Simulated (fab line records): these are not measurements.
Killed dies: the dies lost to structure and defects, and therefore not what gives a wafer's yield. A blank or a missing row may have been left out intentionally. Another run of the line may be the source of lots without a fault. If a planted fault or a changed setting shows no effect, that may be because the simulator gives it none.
fab line records | flow n5Finfet
record: lots: 24 wafers: 72 lastDay: 18
route steps=1938 shown BEOL_M3@983
lots that met no fault: taken from a fault-free run of the same line
startH: the number of hours between the record's first day and the start of the first shown wafer of the lot | waitH: hours elapsed since this lot's preceding step | " same as the row above | L1.1+2: a row that stands for several wafers | - no value, or no start was given | * or withheld: withheld | < > ~ a bound
route shown NAME@n: NAME is a module with steps in the file, n the number in the route of the first one | usual: average and standard deviation across the fault-free wafers | same: alike in all rows | chamber/n: place in a boat | sites: each site's reading | _std_site: the values' standard deviation | _edge_site: mean of outer sites minus mean of inner sites | radiusMm: for every site, how far away it sits from the centre of the wafer | mask NAME#n: copy n | behind: tool/chamber where the wafer was last shaped | hold: why the lot went on hold/how many hours it stayed there/how the hold came to an end | device: names the non-switching transistor (n, p or np) | end of line: the route-end tests of the same wafers | where a step has no rows: the recipe by itself | killed: not the wafer's yield, but the dies lost to structure and defects at the first sort | map: dies across one wafer; x = killed, . = not, _ = none there
set.NAME: the run value of the setting; set.NAME@STEP: its run value at that earlier step | model.NAME: the simulator's own value behind a step, which no gauge read
one table for each step of the route and one row for each wafer, over a sample of lots
services: the hour from which a tool's chamber was out of use, counted from the record's first day as startH (under 0 if before that day), plus the number of hours and why
== steps ==
step: N5_BEOL_M3_OCD_MEAS_38
usual: trenchDepthNm: 55.3/0.86
columns lot.wafer tool chamber startH waitH trenchDepthNm
L074.3 ocd-02 - 159.79 - 55.3
L074.4 " - " " 55.2
L074.6 " - " " 54.2
L075.1 ocd-02 - 173.02 - 55.4
L075.2 " - " " 56.9
L075.4 " - " " 55.0
L076.2 ocd-02 - 176.29 - 55.4
L076.3 " - " " 56.4
L076.5 " - " " 55.0
L077.1 ocd-01 - 179.08 - 55.0
L077.3 " - " " 55.3
L077.5 " - " " 56.6
L078.1 ocd-02 - 183.78 - 56.5
L078.3 " - " " 54.0
L078.6 " - " " 56.2
L079.3 ocd-01 - 189.37 - 54.1
L079.4 " - " " 56.1
L079.5 " - " " 54.8
L080.1 ocd-01 - 194.20 - 55.5
L080.3 " - " " 56.7
L080.5 " - " " 55.3
L081.2 ocd-02 - 196.20 - 55.3
L081.4 " - " " 55.8
L081.6 " - " " 54.9
L082.3 ocd-01 - 211.66 - 54.9
L082.5 " - " " 55.9
L082.6 " - " " 54.7
L083.2 ocd-01 - 214.68 - 54.6
L083.4 " - " " 57.1
L083.6 " - " " 56.7
L084.1 ocd-02 - 215.12 - 54.2
L084.4 " - " " 56.0
L084.6 " - " " 56.1
L085.2 ocd-01 - 222.12 - 55.5
L085.3 " - " " 57.1
L085.6 " - " " 57.0
L086.2 ocd-01 - 230.74 - 54.3
L086.5 " - " " 54.6
L086.6 " - " " 54.2
L087.1 ocd-02 - 238.46 - 56.3
L087.2 " - " " 54.5
L087.6 " - " " 54.5
L088.4 ocd-01 - 246.02 - 54.3
L088.5 " - " " 55.2
L088.6 " - " " 54.5
L090.2 ocd-02 - 252.25 - 54.5
L090.3 " - " " 55.8
L090.4 " - " " 55.8
L089.3 ocd-01 - 256.30 - 54.4
L089.4 " - " " 55.3
L089.5 " - " " 55.3
L091.1 ocd-02 - 264.45 - 55.1
L091.2 " - " " 55.8
L091.4 " - " " 55.6
L092.3 ocd-02 - 274.80 - 55.5
L092.5 " - " " 55.8
L092.6 " - " " 56.7
L093.1 ocd-01 - 274.92 - 54.5
L093.3 " - " " 54.2
L093.4 " - " " 55.6
L094.1 ocd-02 - 279.05 - 55.9
L094.3 " - " " 56.7
L094.4 " - " " 55.8
L095.2 ocd-02 - 279.99 - 55.8
L095.3 " - " " 56.3
L095.4 " - " " 56.0
L096.2 ocd-01 - 285.89 - 54.9
L096.3 " - " " 55.0
L096.4 " - " " 54.9
L097.2 ocd-02 - 297.35 - 55.7
L097.4 " - " " 55.6
L097.5 " - " " 54.3
step: N5_BEOL_M3_ANNEAL_82
recipe: tempC: 400 timeS: 240 ambient: vacuum
usual: heaterPowerW: 854/52
columns lot.wafer tool chamber startH waitH heaterPowerW
L074.3 pvdSputter-01 - 161.69 0.0 831
L074.4 " - " " 776
L074.6 " - " " 780
L075.1 pvdSputter-01 - 174.93 0.0 771
L075.2 " - " " 843
L075.4 " - " " 834
L076.2 pvdSputter-02 - 178.47 0.0 913
L076.3 " - " " 776
L076.5 " - " " 801
L077.1 pvdSputter-03 - 180.80 0.0 893
L077.3 " - " " 885
L077.5 " - " " 899
L078.1 pvdSputter-03 - 185.76 0.0 844
L078.3 " - " " 890
L078.6 " - " " 803
L079.3 pvdSputter-03 - 190.86 0.0 952
L079.4 " - " " 907
L079.5 " - " " 907
L080.1 pvdSputter-03 - 196.90 0.0 808
L080.3 " - " " 860
L080.5 " - " " 924
L081.2 pvdSputter-03 - 199.04 0.0 927
L081.4 " - " " 854
L081.6 " - " " 914
L082.3 pvdSputter-03 - 213.39 0.0 839
L082.5 " - " " 852
L082.6 " - " " 931
L083.2 pvdSputter-01 - 216.20 0.0 815
L083.4 " - " " 821
L083.6 " - " " 839
L084.1 pvdSputter-02 - 216.60 0.0 780
L084.4 " - " " 871
L084.6 " - " " 774
L085.2 pvdSputter-01 - 226.12 0.0 764
L085.3 " - " " 842
L085.6 " - " " 829
L086.2 pvdSputter-02 - 232.50 0.0 909
L086.5 " - " " 962
L086.6 " - " " 778
L087.1 pvdSputter-01 - 241.42 0.0 811
L087.2 " - " " 862
L087.6 " - " " 761
L088.4 pvdSputter-02 - 247.66 0.0 887
L088.5 " - " " 844
L088.6 " - " " 937
L090.2 pvdSputter-01 - 254.00 0.0 842
L090.3 " - " " 862
L090.4 " - " " 807
L089.3 pvdSputter-01 - 259.16 0.0 839
L089.4 " - " " 865
L089.5 " - " " 857
L091.1 pvdSputter-03 - 266.91 0.0 788
L091.2 " - " " 895
L091.4 " - " " 832
L093.1 pvdSputter-01 - 277.42 0.0 850
L093.3 " - " " 824
L093.4 " - " " 857
L092.3 pvdSputter-03 - 277.67 0.0 924
L092.5 " - " " 836
L092.6 " - " " 784
L094.1 pvdSputter-03 - 280.81 0.0 842
L094.3 " - " " 798
L094.4 " - " " 923
L095.2 pvdSputter-03 - 282.73 0.0 928
L095.3 " - " " 834
L095.4 " - " " 798
L096.2 pvdSputter-02 - 287.82 0.0 868
L096.3 " - " " 940
L096.4 " - " " 803
L097.2 pvdSputter-01 - 299.46 0.0 777
L097.4 " - " " 883
L097.5 " - " " 867
step: N5_BEOL_M3_ANNEAL_93
recipe: tempC: 400 timeS: 240 ambient: vacuum
usual: heaterPowerW: 857/55
columns lot.wafer tool chamber startH waitH heaterPowerW
L074.3 pvdSputter-01 - 162.57 0.0 829
L074.4 " - " " 777
L074.6 " - " " 769
L075.1 pvdSputter-01 - 175.81 0.0 797
L075.2 " - " " 828
L075.4 " - " " 860
L076.2 pvdSputter-02 - 179.35 0.0 892
L076.3 " - " " 790
L076.5 " - " " 788
L077.1 pvdSputter-03 - 181.68 0.0 957
L077.3 " - " " 930
L077.5 " - " " 918
L078.1 pvdSputter-03 - 186.64 0.0 856
L078.3 " - " " 925
L078.6 " - " " 787
L079.3 pvdSputter-03 - 191.74 0.0 950
L079.4 " - " " 904
L079.5 " - " " 932
L080.1 pvdSputter-03 - 197.78 0.0 818
L080.3 " - " " 845
L080.5 " - " " 914
L081.2 pvdSputter-03 - 199.92 0.0 948
L081.4 " - " " 860
L081.6 " - " " 895
L082.3 pvdSputter-03 - 214.27 0.0 847
L082.5 " - " " 832
L082.6 " - " " 922
L083.2 pvdSputter-01 - 217.08 0.0 818
L083.4 " - " " 865
L083.6 " - " " 850
L084.1 pvdSputter-02 - 217.48 0.0 820
L084.4 " - " " 852
L084.6 " - " " 803
L085.2 pvdSputter-01 - 227.00 0.0 797
L085.3 " - " " 860
L085.6 " - " " 862
L086.2 pvdSputter-02 - 233.38 0.0 906
L086.5 " - " " 955
L086.6 " - " " 778
L087.1 pvdSputter-01 - 242.30 0.0 817
L087.2 " - " " 859
L087.6 " - " " 781
L088.4 pvdSputter-02 - 248.54 0.0 890
L088.5 " - " " 862
L088.6 " - " " 925
L090.2 pvdSputter-01 - 254.88 0.0 862
L090.3 " - " " 849
L090.4 " - " " 781
L089.3 pvdSputter-01 - 260.04 0.0 818
L089.4 " - " " 833
L089.5 " - " " 830
L091.1 pvdSputter-03 - 267.79 0.0 792
L091.2 " - " " 920
L091.4 " - " " 853
L093.1 pvdSputter-01 - 278.30 0.0 847
L093.3 " - " " 821
L093.4 " - " " 846
L092.3 pvdSputter-03 - 278.55 0.0 969
L092.5 " - " " 849
L092.6 " - " " 791
L094.1 pvdSputter-03 - 281.69 0.0 837
L094.3 " - " " 794
L094.4 " - " " 928
L095.2 pvdSputter-03 - 283.61 0.0 900
L095.3 " - " " 851
L095.4 " - " " 789
L096.2 pvdSputter-02 - 288.70 0.0 868
L096.3 " - " " 968
L096.4 " - " " 803
L097.2 pvdSputter-01 - 300.34 0.0 783
L097.4 " - " " 868
L097.5 " - " " 844
step: N5_BEOL_M3_ANNEAL_51
recipe: tempC: 225 timeS: 90 ambient: N2
usual: wafer_temp_C_max: 226.2/0.34
columns lot.wafer tool chamber startH waitH wafer_temp_C_max
L074.3 rtpAnneal-02 0 163.29 0.2 226.2
L074.4 " 0 " " 226.8
L074.6 " 0 " " 226.2
L075.1 rtpAnneal-02 0 179.00 2.7 226.7
L075.2 " 0 " " 226.4
L075.4 " 0 " " 226.4
L076.2 rtpAnneal-02 0 181.06 1.2 226.4
L076.3 " 0 " " 226.7
L076.5 " 0 " " 226.4
L077.1 rtpAnneal-01 0 182.23 0.1 225.6
L077.3 " 0 " " 226.1
L077.5 " 0 " " 226.0
L078.1 rtpAnneal-02 0 187.19 0.1 226.0
L078.3 " 0 " " 226.0
L078.6 " 0 " " 226.0
L079.3 rtpAnneal-02 0 192.39 0.1 225.8
L079.4 " 0 " " 226.3
L079.5 " 0 " " 226.0
L080.1 rtpAnneal-02 0 198.45 0.2 226.0
L080.3 " 0 " " 226.8
L080.5 " 0 " " 226.1
L081.2 rtpAnneal-01 0 200.52 0.1 226.1
L081.4 " 0 " " 225.8
L081.6 " 0 " " 225.7
L082.3 rtpAnneal-02 0 214.91 0.1 226.4
L082.5 " 0 " " 226.4
L082.6 " 0 " " 226.1
L083.2 rtpAnneal-02 0 217.68 0.1 226.5
L083.4 " 0 " " 226.4
L083.6 " 0 " " 226.2
L084.1 rtpAnneal-02 0 218.18 0.2 226.4
L084.4 " 0 " " 226.1
L084.6 " 0 " " 226.0
L085.2 rtpAnneal-01 0 227.60 0.1 225.9
L085.3 " 0 " " 226.4
L085.6 " 0 " " 226.0
L086.2 rtpAnneal-02 0 233.98 0.1 226.6
L086.5 " 0 " " 226.4
L086.6 " 0 " " 226.1
L087.1 rtpAnneal-02 0 243.03 0.2 226.5
L087.2 " 0 " " 226.3
L087.6 " 0 " " 226.4
L088.4 rtpAnneal-02 0 249.23 0.2 226.0
L088.5 " 0 " " 226.4
L088.6 " 0 " " 226.9
L090.2 rtpAnneal-02 0 255.75 0.4 226.5
L090.3 " 0 " " 226.2
L090.4 " 0 " " 226.3
L089.3 rtpAnneal-02 0 260.68 0.1 226.1
L089.4 " 0 " " 226.2
L089.5 " 0 " " 225.8
L091.1 rtpAnneal-01 0 268.35 0.1 225.7
L091.2 " 0 " " 225.3
L091.4 " 0 " " 226.0
L093.1 rtpAnneal-01 0 278.86 0.1 225.7
L093.3 " 0 " " 226.0
L093.4 " 0 " " 225.8
L092.3 rtpAnneal-01 0 279.22 0.2 226.0
L092.5 " 0 " " 225.8
L092.6 " 0 " " 226.3
L094.1 rtpAnneal-01 0 282.25 0.1 225.8
L094.3 " 0 " " 225.8
L094.4 " 0 " " 225.7
L095.2 rtpAnneal-02 0 284.21 0.1 226.3
L095.3 " 0 " " 226.6
L095.4 " 0 " " 226.5
L096.2 rtpAnneal-02 0 289.32 0.1 226.2
L096.3 " 0 " " 226.0
L096.4 " 0 " " 226.0
L097.2 rtpAnneal-01 0 300.94 0.1 226.2
L097.4 " 0 " " 225.4
L097.5 " 0 " " 225.7
step: N5_BEOL_M3_CO_CAP_55
recipe: material: Co targetThkA: 20 tempC: 200 precursor: CCTBA/H2 pressureTorr: 30 timeS: 102.1
usual: heaterPowerOuterW: 119/10 heaterPowerW: 234/17
columns lot.wafer tool chamber startH waitH heaterPowerOuterW heaterPowerW
L074.3 cvdCo-01 2 163.86 0.0 118 227
L074.4 " 0 " " 103 216
L074.6 " 1 " " 125 251
L075.1 cvdCo-01 0 179.67 0.0 104 218
L075.2 " 1 " " 128 250
L075.4 " 2 " " 119 218
L076.2 cvdCo-01 1 181.69 0.0 126 258
L076.3 " 0 " " 106 225
L076.5 " 0 " " 102 217
L077.1 cvdCo-02 2 182.90 0.0 136 271
L077.3 " 0 " " 117 230
L077.5 " 2 " " 142 273
L078.1 cvdCo-02 1 187.86 0.0 120 226
L078.3 " 0 " " 119 228
L078.6 " 0 " " 115 227
L079.3 cvdCo-02 0 192.96 0.0 120 228
L079.4 " 0 " " 117 227
L079.5 " 1 " " 118 220
L080.1 cvdCo-01 0 199.13 0.0 106 221
L080.3 " 1 " " 125 252
L080.5 " 1 " " 128 251
L081.2 cvdCo-01 1 201.14 0.0 127 255
L081.4 " 0 " " 106 222
L081.6 " 2 " " 121 219
L082.3 cvdCo-01 1 215.70 0.0 129 250
L082.5 " 2 " " 121 223
L082.6 " 1 " " 130 260
L083.2 cvdCo-01 2 218.31 0.0 118 220
L083.4 " 1 " " 124 259
L083.6 " 0 " " 107 220
L084.1 cvdCo-01 1 218.92 0.0 128 256
L084.4 " 2 " " 118 221
L084.6 " 0 " " 106 218
L085.2 cvdCo-01 2 228.34 0.0 116 225
L085.3 " 0 " " 105 216
L085.6 " 2 " " 119 221
L086.2 cvdCo-01 0 234.60 0.0 104 220
L086.5 " 0 " " 108 222
L086.6 " 1 " " 128 249
L087.1 cvdCo-01 0 243.70 0.0 105 219
L087.2 " 1 " " 126 248
L087.6 " 0 " " 103 222
L088.4 cvdCo-01 1 249.80 0.0 123 257
L088.5 " 0 " " 105 224
L088.6 " 2 " " 119 224
L090.2 cvdCo-01 1 256.38 0.0 128 258
L090.3 " 2 " " 115 225
L090.4 " 0 " " 103 223
L089.3 cvdCo-01 0 261.26 0.0 103 218
L089.4 " 2 " " 119 219
L089.5 " 1 " " 126 259
L091.1 cvdCo-02 2 269.03 0.0 143 275
L091.2 " 1 " " 118 229
L091.4 " 2 " " 142 268
L093.1 cvdCo-02 0 280.00 0.0 118 231
L093.3 " 2 " " 144 273
L093.4 " 2 " " 137 265
L092.3 cvdCo-02 1 280.35 0.0 122 224
L092.5 " 2 " " 141 272
L092.6 " 0 " " 119 233
L094.1 cvdCo-01 1 282.92 0.0 127 251
L094.3 " 2 " " 119 219
L094.4 " 2 " " 121 220
L095.2 cvdCo-01 1 284.84 0.0 126 249
L095.3 " 0 " " 107 222
L095.4 " 2 " " 119 230
L096.2 cvdCo-01 1 289.99 0.0 124 253
L096.3 " 2 " " 121 220
L096.4 " 2 " " 120 217
L097.2 cvdCo-01 0 301.56 0.0 109 222
L097.4 " 2 " " 119 224
L097.5 " 0 " " 105 219
step: N5_BEOL_M3_INSPECT_59
recipe: inspectInstrument: darkfield mode: postDep
usual: rawDefectCount: 75/25
columns lot.wafer tool chamber startH waitH rawDefectCount
L074.3 defectInspect-02 - 164.08 0.0 100
L074.4 " - " " 116
L074.6 " - " " 84
L075.1 defectInspect-02 - 179.88 0.0 79
L075.2 " - " " 71
L075.4 " - " " 58
L076.2 defectInspect-02 - 181.90 0.0 77
L076.3 " - " " 65
L076.5 " - " " 79
L077.1 defectInspect-02 - 183.11 0.0 53
L077.3 " - " " 48
L077.5 " - " " 48
L078.1 defectInspect-01 - 188.07 0.0 104
L078.3 " - " " 135
L078.6 " - " " 51
L079.3 defectInspect-02 - 193.18 0.0 57
L079.4 " - " " 45
L079.5 " - " " 51
L080.1 defectInspect-01 - 199.34 0.0 77
L080.3 " - " " 59
L080.5 " - " " 49
L081.2 defectInspect-01 - 201.35 0.0 52
L081.4 " - " " 58
L081.6 " - " " 68
L082.3 defectInspect-01 - 215.91 0.0 48
L082.5 " - " " 71
L082.6 " - " " 77
L083.2 defectInspect-01 - 218.52 0.0 64
L083.4 " - " " 106
L083.6 " - " " 118
L084.1 defectInspect-02 - 219.13 0.0 104
L084.4 " - " " 121
L084.6 " - " " 69
L085.2 defectInspect-01 - 228.57 0.0 45
L085.3 " - " " 54
L085.6 " - " " 76
L086.2 defectInspect-02 - 234.81 0.0 143
L086.5 " - " " 116
L086.6 " - " " 112
L087.1 defectInspect-02 - 243.94 0.0 65
L087.2 " - " " 53
L087.6 " - " " 64
L088.4 defectInspect-01 - 249.98 0.0 95
L088.5 " - " " 62
L088.6 " - " " 88
L090.2 defectInspect-01 - 256.59 0.0 54
L090.3 " - " " 70
L090.4 " - " " 44
L089.3 defectInspect-02 - 261.47 0.0 101
L089.4 " - " " 112
L089.5 " - " " 70
L091.1 defectInspect-01 - 269.24 0.0 59
L091.2 " - " " 40
L091.4 " - " " 71
L093.1 defectInspect-01 - 280.21 0.0 75
L093.3 " - " " 41
L093.4 " - " " 62
L092.3 defectInspect-01 - 280.58 0.0 105
L092.5 " - " " 75
L092.6 " - " " 56
L094.1 defectInspect-02 - 283.13 0.0 60
L094.3 " - " " 61
L094.4 " - " " 68
L095.2 defectInspect-01 - 285.06 0.0 27
L095.3 " - " " 47
L095.4 " - " " 47
L096.2 defectInspect-02 - 290.20 0.0 51
L096.3 " - " " 57
L096.4 " - " " 53
L097.2 defectInspect-01 - 301.77 0.0 110
L097.4 " - " " 69
L097.5 " - " " 78
== services ==
columns tool chamber startH hours kind
rtpAnneal-01 - 161.28 3.9 pm
rtpAnneal-01 - 165.21 14.0 pm
cvdCo-01 - 242.95 0.5 repair
cvdCo-02 - 270.30 0.4 repair
pvdSputter-02 - 281.56 1.6 repair
== key ==
fault none
